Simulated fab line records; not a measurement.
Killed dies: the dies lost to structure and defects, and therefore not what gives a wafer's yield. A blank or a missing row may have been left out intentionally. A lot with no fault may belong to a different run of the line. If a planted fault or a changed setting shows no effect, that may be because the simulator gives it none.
Chamber matching    flow nand_harc    4 sister chambers for NHARC_A_STAIRCASE_ALD_415 on ald_hk-03
The step deposits SiO2, target thk 30 nm, pulse time 6 s, ald cycles 300. 20 wafers are shown with their chamber, then 10 later ones without.

## WAFERS WITH THEIR CHAMBER
wafer   chamber  heater_power_w (W)  precursor_pulse_height_rel
L076.1  0        519                 0.978
L076.4  3        512                 0.982
L076.6  1        435                 1.028
L078.1  0        499                 0.976
L078.3  3        512                 1.016
L078.6  3        508                 0.974
L080.1  1        424                 0.981
L080.3  2        474                 1.054
L080.4  0        506                 1.020
L089.3  1        419                 1.013
L089.5  3        542                 0.991
L089.6  2        482                 0.997
L086.3  3        533                 0.970
L086.4  1        407                 0.992
L086.6  1        419                 0.977
L093.2  3        535                 1.005
L093.3  2        487                 1.011
L093.6  2        489                 1.013
L092.2  2        496                 0.992
L092.5  0        508                 1.025

SIGNATURES (averages over the wafers above)
reading                     chamber 0  chamber 1  chamber 2  chamber 3  scatter within a chamber
heater_power_w              508.00     420.80     485.60     523.67     11
precursor_pulse_height_rel  0.99975    0.99820    1.01340    0.98967    0.0223
Rule: a wafer's distance from a chamber is the root of the sum, over the readings, of the square of ((its reading less the chamber's mean) divided by the reading's scatter). The wafer belongs to the nearest chamber; if the next one is less than 2 further off, it can't be placed. How the scatter is found: for the shown wafers, subtract from each reading the mean of its chamber, square and add these, divide the total by (wafers less chambers), then take the root.

## WAFERS WITH NO CHAMBER GIVEN
wafer   heater_power_w (W)  precursor_pulse_height_rel
L092.6  542                 0.977
L096.4  503                 0.998
L096.5  534                 0.981
L096.6  507                 1.018
L095.1  498                 0.995
L095.2  516                 0.990
L095.4  517                 0.967
L097.1  531                 1.011
L097.2  507                 1.003
L097.5  415                 0.976

## WHICH CHAMBER EACH WENT THROUGH
wafer   from the rows above           in truth
L092.6  can't be placed: 3 or 0       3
L096.4  can't be placed: 0 or 2 or 3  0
L096.5  can't be placed: 3 or 0       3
L096.6  can't be placed: 0 or 2 or 3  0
L095.1  can't be placed: 0 or 2 or 3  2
L095.2  can't be placed: 3 or 0       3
L095.4  can't be placed: 3 or 0       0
L097.1  can't be placed: 3 or 0       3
L097.2  can't be placed: 0 or 3 or 2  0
L097.5  1                             1
Placed correctly: 1 of 10. These rows do not allow placing 9 (true chamber among the candidates in 9). 0 placed wrongly.
